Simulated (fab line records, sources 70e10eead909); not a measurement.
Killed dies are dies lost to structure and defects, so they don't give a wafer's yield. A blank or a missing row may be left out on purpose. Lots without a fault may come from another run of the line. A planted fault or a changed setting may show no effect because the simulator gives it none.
fab line records | flow nand_harc
record lots=24 wafers=72 last_day=25
route steps=1159 shown A_STAIRCASE@648 A_SGD_CUT@777 A_SLIT@780 A_WL_FILL@839
lots that met no fault: from a run of the same line without faults
start_h: hours from the record's first day to the start of the lot's first wafer shown | wait_h: hours since the lot's step before | " the same as in the row above | L1.1+2: a row that stands for several wafers | - no value, or no start given | * or withheld: withheld | < > ~ a bound
route shown NAME@n: a module of which the file shows steps, and the number in the route of the first | usual: mean/standard deviation of fault-free wafers | same: alike in all rows | chamber/n: place in a boat | sites: the reading at each site | _std_site: their standard deviation | _edge_site: outer sites' mean less inner sites' | radius_mm: how far each site lies from the wafer's centre | mask NAME#n: copy n | behind: the tool/chamber that last shaped the wafer | hold: why the lot was held/for how many hours/how that ended | device: the transistor (n, p or np) that didn't switch | end of line: the same wafers' tests at the end of the route | a step without rows: its recipe alone | killed: dies lost to structure and defects at the first sort, not the wafer's yield | map: a wafer's dies, x killed, . not, _ none there
set.NAME: the setting as run; set.NAME@STEP: as run at that earlier step | model.NAME: the simulator's own value behind a step, which no gauge read
steps of the route over a sample of lots; a table a step, a row a wafer
services: from which hour (start_h, from the record's first day; less than 0 if before it) a tool's chamber was out of use, for how many hours, and why
## steps
# step NHARC_A_STAIRCASE_STRIP_254
# recipe power_w=1500 temp_c=250 chemistry=O2
# usual drypump_motor_current_A=5.76/0.2 heater_power_w=313/46
# columns lot.wafer tool chamber start_h wait_h drypump_motor_current_A heater_power_w rf_hours_counter_h
L074.1 plasma_asher-02 1 257.02 - 5.88 325 22
L074.2 " 0 " " 5.93 251 22
L074.5 " 0 " " 5.94 254 -
L076.1 plasma_asher-02 1 259.07 - 5.86 326 23
L076.6 " 0 " " 5.93 260 -
L076.5 " 1 " " 5.90 327 -
L075.2 plasma_asher-02 0 267.44 - 5.93 252 26
L075.1 " 1 " " 5.91 331 26
L075.4 " 0 " " 5.92 262 -
L079.1 plasma_asher-01 0 271.30 - 5.71 362 59
L079.4 " 0 " " 5.71 372 -
L079.6 " 0 " " 5.71 369 -
L077.1 plasma_asher-02 0 271.32 - 5.91 258 28
L077.3 " 0 " " 5.91 259 -
L077.6 " 0 " " 5.91 253 -
L078.4 plasma_asher-02 0 277.05 - 5.92 262 -
L078.3 " 1 " " 5.89 331 -
L078.5 " 1 " " 5.89 331 -
L081.2 plasma_asher-01 0 288.73 - 5.70 389 3
L081.3 " 1 " " 5.39 317 -
L081.4 " 0 " " 5.70 391 -
L082.2 plasma_asher-01 0 291.52 - 5.68 381 5
L082.3 " 0 " " 5.68 375 -
L082.5 " 0 " " 5.72 377 -
L080.1 plasma_asher-02 0 295.16 - 5.95 252 32
L080.6 " 0 " " 5.94 251 -
L080.5 " 1 " " 5.82 337 -
L083.2 plasma_asher-02 0 301.44 - 5.92 257 34
L083.3 " 1 " " 5.90 331 -
L083.5 " 0 " " 5.92 259 -
L084.1 plasma_asher-02 1 303.23 - 5.88 324 35
L084.4 " 1 " " 5.91 327 -
L084.6 " 0 " " 5.93 253 -
L085.2 plasma_asher-02 1 329.86 - 5.86 328 44
L085.3 " 0 " " 5.93 262 -
L085.6 " 0 " " 5.93 259 -
L087.1 plasma_asher-02 1 330.72 - 5.88 331 44
L087.3 " 1 " " 5.87 333 -
L087.5 " 0 " " 5.93 256 -
L088.3 plasma_asher-01 0 331.18 - 5.71 380 -
L088.6 " 0 " " 5.76 380 -
L088.5 " 1 " " 5.38 307 -
L086.1 plasma_asher-02 0 333.24 - 5.95 264 46
L086.6 " 1 " " 5.89 325 -
L086.5 " 0 " " 5.95 263 -
L089.1 plasma_asher-02 0 341.17 - 5.91 251 48
L089.3 " 0 " " 5.92 256 -
L089.6 " 0 " " 5.92 258 -
L092.2 plasma_asher-02 0 349.65 - 5.93 260 50
L092.4 " 1 " " 5.84 331 -
L092.5 " 0 " " 5.95 254 -
L093.4 plasma_asher-01 0 351.61 - 5.71 386 -
L093.5 " 1 " " 5.39 310 -
L093.6 " 0 " " 5.70 378 -
L091.1 plasma_asher-01 1 355.99 - 5.38 317 27
L091.3 " 1 " " 5.36 313 -
L091.4 " 0 " " 5.63 387 -
L090.1 plasma_asher-01 1 356.44 - 5.41 314 28
L090.2 " 0 " " 5.66 371 28
L090.6 " 0 " " 5.61 377 -
L095.2 plasma_asher-02 0 371.75 - 5.93 234 1
L095.1 " 1 " " 5.86 327 1
L095.4 " 0 " " 5.94 235 -
L094.4 plasma_asher-02 1 374.44 - 5.88 325 -
L094.3 " 0 " " 5.93 233 -
L094.5 " 0 " " 5.93 246 -
L097.1 plasma_asher-01 1 389.27 - 5.37 312 42
L097.6 " 0 " " 5.72 394 -
L097.5 " 1 " " 5.40 319 -
L096.3 plasma_asher-01 0 390.04 - 5.68 388 -
L096.6 " 1 " " 5.34 312 -
L096.5 " 0 " " 5.72 383 -
# step NHARC_A_STAIRCASE_DESCUM_443
# recipe time_s=3 o2_flow_sccm=200 ar_flow_sccm=0 bias_power_w=0 chemistry=O2
# usual drypump_motor_current_A=5.7/0.31 oes_product_au=1.001/0.011 rf_vpp_V=58.0/0.86 showerhead_plenum_p_Torr=1.94/0.063 throttle_valve_pct=11.311/0.0077
# same bias_power_w=0 time_s=3
# columns lot.wafer tool chamber start_h wait_h drypump_motor_current_A oes_product_au rf_hours_counter_h rf_vpp_V showerhead_plenum_p_Torr throttle_valve_pct
L074.1 rie_diel-04 0 309.06 - 5.6 0.988 2 56.4 1.94 11.307
L074.2 " 2 " " 6.2 0.997 1 57.8 1.92 11.303
L074.5 " 0 " " 5.6 0.985 - 58.4 1.94 11.305
L075.1 rie_diel-12 2 316.99 - 5.5 0.987 36 58.7 2.04 11.308
L075.4 " 3 " " 5.2 0.991 35 59.7 2.01 11.308
L075.2 " 0 " " 5.6 0.996 31 58.4 1.86 11.296
L076.1 rie_diel-08 2 317.22 - 5.5 0.988 1 59.3 2.01 11.304
L076.6 " 2 " " 5.5 1.004 - 57.4 2.01 11.314
L076.5 " 3 " " 6.2 1.000 - 58.4 1.99 11.305
L077.1 rie_diel-04 0 324.60 - 5.5 0.999 8 57.5 1.93 11.308
L077.3 " 1 " " 5.6 0.992 7 58.0 1.97 11.304
L077.6 " 1 " " 5.6 1.011 - 59.3 1.97 11.305
L079.4 rie_diel-12 0 324.65 - 5.6 0.993 34 56.5 1.86 11.319
L079.1 " 2 " " 5.6 0.992 40 58.9 2.04 11.317
L079.6 " 3 " " 5.2 0.991 - 57.7 2.01 11.299
L078.3 rie_diel-08 0 324.88 - 5.2 1.011 6 57.5 1.88 11.301
L078.5 " 0 " " 5.2 1.023 - 59.0 1.88 11.295
L078.4 " 3 " " 6.1 0.996 - 58.6 1.98 11.317
L082.2 rie_diel-12 2 344.50 - 5.6 0.985 48 59.5 2.04 11.321
L082.3 " 0 " " 5.6 0.992 43 57.4 1.86 11.310
L082.5 " 1 " " 6.0 0.983 - 57.4 1.86 11.313
L081.2 rie_diel-08 2 344.65 - 5.5 1.002 9 57.0 2.01 11.330
L081.3 " 3 " " 6.2 1.007 14 57.2 1.98 11.310
L081.4 " 3 " " 6.2 0.997 - 57.7 1.98 11.318
L080.1 rie_diel-04 0 351.67 - 5.5 0.975 20 57.4 1.93 11.311
L080.5 " 2 " " 6.1 0.998 - 56.0 1.92 11.310
L080.6 " 3 " " 5.7 1.012 - 58.3 1.89 11.301
L083.3 rie_diel-12 3 356.54 - 5.2 0.997 52 58.9 2.01 11.306
L083.2 " 2 " " 5.6 0.998 53 58.7 2.04 11.310
L083.5 " 0 " " 5.7 0.991 - 57.5 1.85 11.308
L084.4 rie_diel-08 3 356.74 - 6.2 1.004 19 56.4 1.98 11.301
L084.1 " 0 " " 5.2 1.008 20 57.9 1.87 11.318
L084.6 " 2 " " 5.5 1.001 - 57.2 2.01 11.313
L085.2 rie_diel-08 0 378.02 - 5.2 1.014 25 60.1 1.87 11.313
L085.3 " 2 " " 5.5 1.018 20 59.4 2.01 11.307
L085.6 " 3 " " 6.2 1.011 - 57.4 1.98 11.307
L088.3 rie_diel-04 1 382.28 - 5.6 0.992 27 58.2 1.96 11.319
L088.5 " 1 " " 5.7 1.002 - 57.6 1.96 11.324
L088.6 " 2 " " 6.1 1.005 - 57.7 1.92 11.308
L087.1 rie_diel-08 1 382.45 - 5.7 1.001 24 59.9 2.02 11.303
L087.3 " 2 " " 5.5 0.998 22 57.7 2.01 11.317
L087.5 " 0 " " 5.2 1.009 - 57.1 1.87 11.317
L089.1 rie_diel-08 1 388.07 - 5.7 1.007 27 59.1 2.01 11.304
L089.3 " 3 " " 6.2 1.012 32 57.9 1.97 11.306
L089.6 " 2 " " 5.5 0.995 - 58.7 2.00 11.309
L086.1 rie_diel-04 2 388.22 - 6.2 0.994 28 57.9 1.92 11.302
L086.6 " 3 " " 5.7 1.018 - 57.3 1.89 11.307
L086.5 " 0 " " 5.5 0.978 - 58.4 1.93 11.316
L091.1 rie_diel-12 0 405.30 - 5.6 1.014 6 58.7 1.85 11.303
L091.4 " 2 " " 5.5 1.019 6 57.5 2.03 11.308
L091.3 " 3 " " 5.2 0.991 6 58.1 2.00 11.316
L093.4 rie_diel-04 1 405.37 - 5.7 1.003 36 57.9 1.96 11.309
L093.6 " 2 " " 6.1 0.993 - 58.3 1.91 11.310
L093.5 " 3 " " 5.7 1.003 - 57.5 1.89 11.310
L090.2 rie_diel-12 0 405.38 - 5.6 1.012 6 56.4 1.85 11.316
L090.1 " 2 " " 5.5 1.012 6 57.7 2.03 11.306
L090.6 " 0 " " 5.7 1.012 - 58.0 1.85 11.322
L092.2 rie_diel-08 0 405.78 - 5.2 1.006 41 57.7 1.87 11.312
L092.4 " 3 " " 6.2 1.007 39 57.9 1.97 11.314
L092.5 " 1 " " 5.7 1.008 - 58.2 2.01 11.319
L095.1 rie_diel-12 0 441.85 - 5.6 1.003 19 57.7 1.85 11.295
L095.2 " 2 " " 5.6 1.016 17 58.6 2.03 11.317
L095.4 " 3 " " 5.2 0.992 18 58.8 2.00 11.316
L094.3 rie_diel-04 0 441.88 - 5.5 0.978 55 59.3 1.92 11.302
L094.4 " 1 " " 5.7 1.008 49 57.1 1.95 11.312
L094.5 " 1 " " 5.7 0.991 - 57.9 1.95 11.316
L097.1 rie_diel-04 2 441.95 - 6.2 1.016 49 58.0 1.91 11.322
L097.5 " 0 " " 5.5 0.987 - 59.0 1.92 11.323
L097.6 " 1 " " 5.6 0.999 - 57.4 1.96 11.322
L096.3 rie_diel-08 2 441.99 - 5.5 1.002 41 57.8 2.00 11.296
L096.5 " 0 " " 5.2 1.016 - 57.6 1.86 11.318
L096.6 " 1 " " 5.7 0.998 - 59.3 2.01 11.311
# step NHARC_A_STAIRCASE_ETCH_444
# recipe target_depth_a=1.02e+05 time_s=3400 c4f8_flow_sccm=20 o2_flow_sccm=10 ar_flow_sccm=withheld rf_w=600 bias_w=1000 chemistry=C4F8/O2
# usual oes_product_au=0.934/0.017 rf_vpp_V=808/3.6
# same time_s=3400
# columns lot.wafer tool chamber start_h wait_h oes_product_au rf_hours_counter_h rf_vpp_V
L074.1 rie_diel-04 2 309.62 0.5 0.979 2 808
L074.2 " 3 " " 0.971 2 807
L074.5 " 1 " " 0.973 - 810
L075.1 rie_diel-12 2 317.08 0.1 0.924 37 813
L075.2 " 3 " " 0.913 35 812
L075.4 " 1 " " 0.913 36 805
L076.1 rie_diel-08 1 317.83 0.6 0.933 1 812
L076.5 " 0 " " 0.943 - 804
L076.6 " 1 " " 0.939 - 813
L077.1 rie_diel-04 3 324.69 0.1 0.978 8 807
L077.3 " 2 " " 0.985 7 806
L077.6 " 0 " " 0.949 - 810
L079.1 rie_diel-12 0 324.72 0.1 0.922 34 805
L079.4 " 3 " " 0.923 39 813
L079.6 " 0 " " 0.908 - 803
L078.3 rie_diel-08 3 325.05 0.2 0.943 5 811
L078.4 " 0 326.31 1.4 0.942 - 805
L078.5 " 1 " " 0.942 - 814
L082.3 rie_diel-12 0 344.86 0.3 0.924 43 803
L082.2 " 2 " " 0.916 49 814
L082.5 " 0 " " 0.905 - 803
L081.2 rie_diel-08 2 345.14 0.5 0.936 9 813
L081.3 " 3 " " 0.933 15 810
L081.4 " 3 " " 0.939 - 810
L080.1 rie_diel-04 0 351.74 0.1 0.916 20 807
L080.5 " 0 " " 0.921 - 808
L080.6 " 1 " " 0.920 - 810
L083.2 rie_diel-12 2 357.10 0.5 0.930 53 813
L083.3 " 3 " " 0.914 53 812
L083.5 " 1 " " 0.913 - 804
L084.4 rie_diel-08 3 357.32 0.6 0.938 20 810
L084.1 " 0 " " 0.957 21 805
L084.6 " 2 " " 0.933 - 810
L085.3 rie_diel-08 3 378.10 0.1 0.924 25 810
L085.2 " 2 " " 0.918 20 811
L085.6 " 0 " " 0.937 - 805
L088.3 rie_diel-04 0 382.37 0.1 0.915 30 807
L088.5 " 0 " " 0.912 - 808
L088.6 " 1 " " 0.922 - 811
L087.3 rie_diel-08 1 383.01 0.5 0.933 24 812
L087.1 " 2 " " 0.936 23 813
L087.5 " 3 " " 0.922 - 811
L089.3 rie_diel-08 0 388.24 0.1 0.940 33 805
L089.1 " 3 " " 0.933 33 811
L089.6 " 1 " " 0.934 - 813
L086.1 rie_diel-04 3 388.48 0.2 0.935 31 805
L086.5 " 3 " " 0.940 - 805
L086.6 " 2 " " 0.942 - 808
L091.1 rie_diel-12 0 405.43 0.1 0.945 6 802
L091.3 " 2 " " 0.945 7 814
L091.4 " 3 " " 0.935 6 814
L092.2 rie_diel-08 0 405.87 0.1 0.933 41 805
L092.4 " 1 " " 0.928 35 813
L092.5 " 1 " " 0.921 - 814
L093.4 rie_diel-04 2 406.14 0.8 0.919 36 807
L093.6 " 3 " " 0.926 - 806
L093.5 " 0 " " 0.924 - 807
L090.2 rie_diel-12 3 406.85 1.5 0.953 7 810
L090.1 " 2 " " 0.975 8 814
L090.6 " 3 " " 0.949 - 812
L094.3 rie_diel-04 1 442.07 0.2 0.926 50 809
L094.4 " 2 " " 0.932 50 805
L094.5 " 1 " " 0.927 - 810
L095.1 rie_diel-12 0 442.18 0.3 0.957 19 803
L095.2 " 1 " " 0.937 18 802
L095.4 " 2 " " 0.970 17 813
L096.3 rie_diel-08 3 442.57 0.6 0.936 48 810
L096.6 " 1 " " 0.939 - 812
L096.5 " 2 " " 0.928 - 811
L097.1 rie_diel-04 1 443.73 1.8 0.925 52 810
L097.6 " 0 " " 0.922 - 806
L097.5 " 1 " " 0.928 - 810
# step NHARC_A_SGD_CUT_STRIP_28
# recipe time_s=20 o2_flow_sccm=500 ar_flow_sccm=0 bias_w=0 chemistry=O2
# usual drypump_motor_current_A=5.7/0.52 oes_product_au=0.996/0.01 rf_vpp_V=57.7/0.91 showerhead_plenum_p_Torr=3.48/0.12 throttle_valve_pct=17.036/0.0086
# same time_s=20
# columns lot.wafer tool chamber start_h wait_h drypump_motor_current_A oes_product_au rf_hours_counter_h rf_vpp_V showerhead_plenum_p_Torr throttle_valve_pct
L074.2 rie_diel-06 0 320.98 0.1 5.3 0.997 6 57.6 3.60 17.036
L074.1 " 2 " " 5.1 1.001 6 57.2 3.34 17.027
L074.5 " 0 " " 5.3 0.990 - 57.3 3.60 17.040
L076.1 rie_diel-01 0 - - 5.5 0.995 1 59.2 3.54 17.033
L076.5 " 0 " " 5.5 0.981 - 58.1 3.54 17.034
L076.6 " 1 " " 5.1 0.994 - 57.4 3.40 17.038
L075.2 rie_diel-06 3 330.40 0.1 5.8 0.997 7 56.5 3.37 17.055
L075.1 " 1 " " 6.4 0.997 6 57.8 3.62 17.051
L075.4 " 3 " " 5.8 0.991 - 57.5 3.37 17.044
L077.1 rie_diel-01 3 - - 5.2 0.981 2 58.8 3.60 17.040
L077.3 " 1 " " 5.1 0.984 1 56.0 3.40 17.039
L077.6 " 0 " " 5.5 0.990 - 58.1 3.54 17.039
L079.4 rie_diel-06 0 - - 5.4 1.006 7 58.9 3.60 17.030
L079.1 " 1 " " 6.4 0.996 6 58.5 3.62 17.048
L079.6 " 0 " " 5.4 1.014 - 57.9 3.60 17.034
L078.4 rie_diel-06 1 - - 6.4 0.987 6 58.1 3.62 17.031
L078.3 " 3 " " 5.8 0.984 8 57.9 3.37 17.008
L078.5 " 1 " " 6.4 0.986 - 56.4 3.62 17.046
L082.3 rie_diel-06 3 - - 5.8 0.992 10 56.2 3.37 17.037
L082.2 " 0 " " 5.4 1.014 8 57.3 3.60 17.039
L082.5 " 1 " " 6.4 0.992 - 58.7 3.62 17.033
L081.4 rie_diel-11 0 - - 6.5 1.012 14 58.1 3.36 17.047
L081.3 " 1 " " 5.0 1.011 15 58.3 3.70 17.041
L081.2 " 2 " " 5.9 0.991 16 58.0 3.48 17.040
L080.1 rie_diel-11 1 - - 5.0 0.992 15 59.4 3.70 17.029
L080.6 " 3 " " 6.3 0.984 - 57.4 3.35 17.035
L080.5 " 0 " " 6.5 1.005 - 58.1 3.36 17.042
L084.1 rie_diel-01 3 - - 5.2 0.996 6 56.2 3.60 17.033
L084.4 " 0 " " 5.5 0.990 5 57.5 3.54 17.034
L084.6 " 3 " " 5.2 0.996 - 58.5 3.60 17.045
L083.2 rie_diel-06 2 - - 5.0 1.009 9 56.6 3.34 17.041
L083.3 " 3 " " 5.8 0.989 10 58.4 3.37 17.034
L083.5 " 2 " " 5.0 1.002 - 57.9 3.34 17.035
L085.2 rie_diel-11 3 - - 6.2 0.988 1 56.9 3.35 17.048
L085.3 " 0 " " 6.5 1.005 1 57.4 3.36 17.034
L085.6 " 3 " " 6.2 0.987 - 57.6 3.35 17.041
L088.3 rie_diel-11 1 - - 5.0 1.007 2 58.9 3.70 17.022
L088.5 " 3 " " 6.2 0.985 - 57.0 3.35 17.032
L088.6 " 0 " " 6.5 1.016 - 56.8 3.36 17.029
L087.1 rie_diel-06 2 - - 5.1 0.999 11 57.4 3.34 17.032
L087.3 " 3 " " 5.8 0.989 12 57.8 3.37 17.030
L087.5 " 2 " " 5.1 0.990 - 57.7 3.34 17.032
L089.1 rie_diel-06 0 - - 5.4 1.009 10 57.5 3.60 17.030
L089.3 " 2 " " 5.0 1.013 11 58.2 3.34 17.035
L089.6 " 1 " " 6.4 0.992 - 59.7 3.62 17.045
L086.1 rie_diel-01 0 - - 5.5 0.991 10 58.4 3.53 17.040
L086.5 " 3 " " 5.2 0.981 - 57.6 3.60 17.038
L086.6 " 0 " " 5.5 0.991 - 56.8 3.53 17.024
L090.2 rie_diel-11 0 - - 6.5 1.014 4 57.2 3.35 17.059
L090.1 " 1 " " 5.0 0.994 4 57.8 3.70 17.034
L090.6 " 2 " " 5.9 0.991 - 57.7 3.48 17.047
L093.4 rie_diel-01 1 - - 5.1 0.998 11 58.4 3.40 17.036
L093.6 " 2 " " 5.5 1.001 - 58.7 3.58 17.052
L093.5 " 3 " " 5.2 0.985 - 57.4 3.60 17.024
L091.4 rie_diel-06 0 - - 5.4 1.008 11 58.3 3.60 17.031
L091.3 " 2 " " 5.0 0.990 13 56.3 3.34 17.029
L091.1 " 3 " " 5.8 0.988 13 56.7 3.37 17.029
L092.2 rie_diel-06 3 - - 5.8 0.977 13 57.3 3.37 17.043
L092.4 " 0 " " 5.3 1.016 11 58.6 3.60 17.037
L092.5 " 3 " " 5.8 0.985 - 58.5 3.37 17.025
L094.3 rie_diel-06 2 - - 5.1 0.997 2 56.6 3.34 17.049
L094.4 " 3 " " 5.8 0.994 2 58.0 3.36 17.047
L094.5 " 2 " " 5.1 1.008 - 57.3 3.34 17.029
L095.1 rie_diel-11 3 - - 6.2 0.992 7 58.6 3.35 17.019
L095.2 " 0 " " 6.4 1.006 7 56.4 3.35 17.049
L095.4 " 1 " " 5.0 0.997 8 59.9 3.69 17.029
L097.1 rie_diel-11 3 - - 6.2 0.978 7 57.2 3.35 17.039
L097.6 " 2 " " 5.8 0.984 - 57.2 3.47 17.038
L097.5 " 3 " " 6.2 0.976 - 58.0 3.35 17.041
L096.3 rie_diel-01 3 - - 5.2 0.986 16 59.5 3.60 17.040
L096.5 " 1 " " 5.1 1.004 - 56.6 3.40 17.025
L096.6 " 2 " " 5.5 1.007 - 58.5 3.58 17.037
# step NHARC_A_SLIT_DEP_00
# recipe target_thk_a=32000 temp_c=400 material=aC
# usual throttle_valve_pct=35.000/0.0096
# columns lot.wafer tool chamber start_h wait_h throttle_valve_pct
L074.1 acl_dep-02 0 321.59 - 35.001
L074.2 " 0 " " 34.997
L074.5 " 0 " " 35.000
L076.1 acl_dep-02 0 331.31 - 35.004
L076.5 " 0 332.62 - 35.004
L076.6 " 0 " " 35.009
L075.1 acl_dep-03 0 331.60 - 34.990
L075.2 " 0 " " 35.003
L075.4 " 0 " " 34.995
L077.1 acl_dep-02 0 338.44 - 35.002
L077.3 " 0 " " 34.997
L077.6 " 0 " " 34.987
L079.1 acl_dep-03 0 338.55 - 34.996
L079.4 " 0 " " 34.994
L079.6 " 0 " " 35.002
L078.3 acl_dep-02 0 341.10 - 35.018
L078.4 " 0 " " 34.989
L078.5 " 0 " " 35.007
L082.2 acl_dep-01 0 359.22 - 35.022
L082.3 " 0 " " 34.999
L082.5 " 0 " " 35.000
L081.2 acl_dep-03 0 360.46 - 35.013
L081.3 " 0 " " 35.009
L081.4 " 0 " " 35.007
L080.1 acl_dep-03 0 366.16 - 35.004
L080.5 " 0 367.48 - 35.004
L080.6 " 0 " " 34.999
L084.1 acl_dep-01 0 368.92 - 35.001
L084.4 " 0 " " 35.007
L084.6 " 0 " " 34.993
L083.2 acl_dep-03 0 369.25 - 34.996
L083.3 " 0 " " 34.999
L083.5 " 0 " " 35.018
L085.2 acl_dep-03 0 392.56 - 34.986
L085.3 " 0 " " 35.006
L085.6 " 0 " " 34.986
L087.1 acl_dep-01 0 395.69 - 35.015
L087.3 " 0 " " 35.013
L087.5 " 0 " " 34.997
L088.3 acl_dep-02 0 396.30 - 34.996
L088.5 " 0 " " 35.010
L088.6 " 0 " " 35.006
L089.1 acl_dep-02 0 403.88 - 35.002
L089.3 " 0 " " 34.998
L089.6 " 0 " " 34.992
L086.1 acl_dep-01 0 405.27 - 34.990
L086.5 " 0 406.56 - 34.998
L086.6 " 0 " " 35.006
L090.1 acl_dep-03 0 419.91 - 34.989
L090.2 " 0 " " 34.992
L090.6 " 0 421.53 - 34.991
L091.1 acl_dep-01 0 420.60 - 35.001
L091.3 " 0 " " 35.018
L091.4 " 0 " " 35.024
L093.4 acl_dep-02 0 421.01 - 35.002
L093.5 " 0 " " 35.016
L093.6 " 0 " " 34.999
L092.2 acl_dep-03 0 422.18 - 35.010
L092.4 " 0 " " 34.989
L092.5 " 0 " " 35.010
L097.1 acl_dep-02 0 457.60 - 34.991
L097.5 " 0 458.91 - 34.993
L097.6 " 0 " " 35.002
L095.1 acl_dep-01 0 457.65 1.5 34.997
L095.2 " 0 " " 35.009
L095.4 " 0 " " 35.006
L094.3 acl_dep-03 0 457.95 - 34.986
L094.4 " 0 " " 35.001
L094.5 " 0 " " 34.982
L096.3 acl_dep-03 0 459.90 - 35.014
L096.5 " 0 " " 34.984
L096.6 " 0 " " 35.006
# step NHARC_A_WL_FILL_INSPECT_15
# usual raw_defect_count=389/120
# columns lot.wafer tool chamber start_h wait_h raw_defect_count
L074.1 defect_inspect-02 - 364.92 0.0 350
L074.2 " - " " 401
L074.5 " - " " 340
L076.1 defect_inspect-02 - 374.57 0.0 490
L076.5 " - " " 465
L076.6 " - " " 465
L075.1 defect_inspect-02 - 374.65 0.0 837
L075.2 " - " " 540
L075.4 " - " " 522
L077.1 defect_inspect-01 - 380.21 0.0 338
L077.3 " - " " 350
L077.6 " - " " 414
L079.1 defect_inspect-02 - 380.22 0.0 373
L079.4 " - " " 377
L079.6 " - " " 307
L078.3 defect_inspect-01 - 398.41 0.0 479
L078.4 " - " " 269
L078.5 " - " " 385
L081.2 defect_inspect-02 - 404.51 0.0 681
L081.3 " - " " 523
L081.4 " - " " 262
L082.2 defect_inspect-01 - 404.78 0.0 283
L082.3 " - " " 256
L082.5 " - " " 220
L084.1 defect_inspect-01 - 411.36 0.0 270
L084.4 " - " " 234
L084.6 " - " " 259
L080.1 defect_inspect-02 - 411.41 0.0 388
L080.5 " - " " 228
L080.6 " - " " 456
L083.2 defect_inspect-02 - 419.79 0.0 396
L083.3 " - " " 500
L083.5 " - " " 495
L085.2 defect_inspect-02 - 435.04 0.0 444
L085.3 " - " " 365
L085.6 " - " " 637
L088.3 defect_inspect-01 - 435.39 0.0 364
L088.5 " - " " 537
L088.6 " - " " 396
L087.1 defect_inspect-02 - 439.33 0.0 477
L087.3 " - " " 341
L087.5 " - " " 550
L086.1 defect_inspect-02 - 449.76 0.0 465
L086.5 " - " " 310
L086.6 " - " " 470
L089.1 defect_inspect-01 - 449.84 0.0 377
L089.3 " - " " 186
L089.6 " - " " 425
L091.1 defect_inspect-02 - 461.42 0.0 537
L091.3 " - " " 263
L091.4 " - " " 354
L090.1 defect_inspect-02 - 461.53 0.0 232
L090.2 " - " " 246
L090.6 " - " " 269
L092.2 defect_inspect-01 - 466.40 0.0 284
L092.4 " - " " 391
L092.5 " - " " 344
L093.4 defect_inspect-01 - 466.48 0.0 321
L093.5 " - " " 385
L093.6 " - " " 311
L094.3 defect_inspect-01 - 499.02 0.0 241
L094.4 " - " " 303
L094.5 " - " " 286
L095.1 defect_inspect-01 - 503.33 0.0 691
L095.2 " - " " 446
L095.4 " - " " 351
L096.3 defect_inspect-02 - 504.33 0.0 336
L096.5 " - " " 313
L096.6 " - " " 389
L097.1 defect_inspect-02 - 507.60 0.0 433
L097.5 " - " " 552
L097.6 " - " " 482
## services
# columns tool chamber start_h hours kind
rie_diel-12 1 235.84 2.4 repair
rie_diel-11 0 237.25 3.6 repair
rie_diel-06 - 241.21 9.0 pm
rie_diel-12 0 245.72 8.6 repair
rie_diel-06 1 253.54 10.2 repair
plasma_asher-01 - 276.33 9.0 pm
plasma_asher-02 - 279.24 13.0 repair
rie_diel-11 1 281.21 5.7 repair
rie_diel-04 - 288.92 9.0 pm
plasma_asher-02 - 296.78 2.0 repair
acl_dep-01 - 296.78 13.0 pm
rie_diel-08 - 301.86 9.0 pm
rie_diel-08 - 312.16 1.9 repair
rie_diel-01 - 314.80 9.0 pm
rie_diel-06 1 319.69 2.8 repair
rie_diel-06 0 322.46 12.1 repair
rie_diel-08 1 338.56 8.3 repair
acl_dep-02 - 350.25 13.0 pm
plasma_asher-02 - 360.04 9.0 pm
rie_diel-11 - 366.50 9.0 pm
acl_dep-03 - 405.62 13.0 pm
rie_diel-08 - 412.46 2.5 repair
rie_diel-06 - 418.21 9.0 pm
plasma_asher-01 - 453.33 9.0 pm
## key
fault none
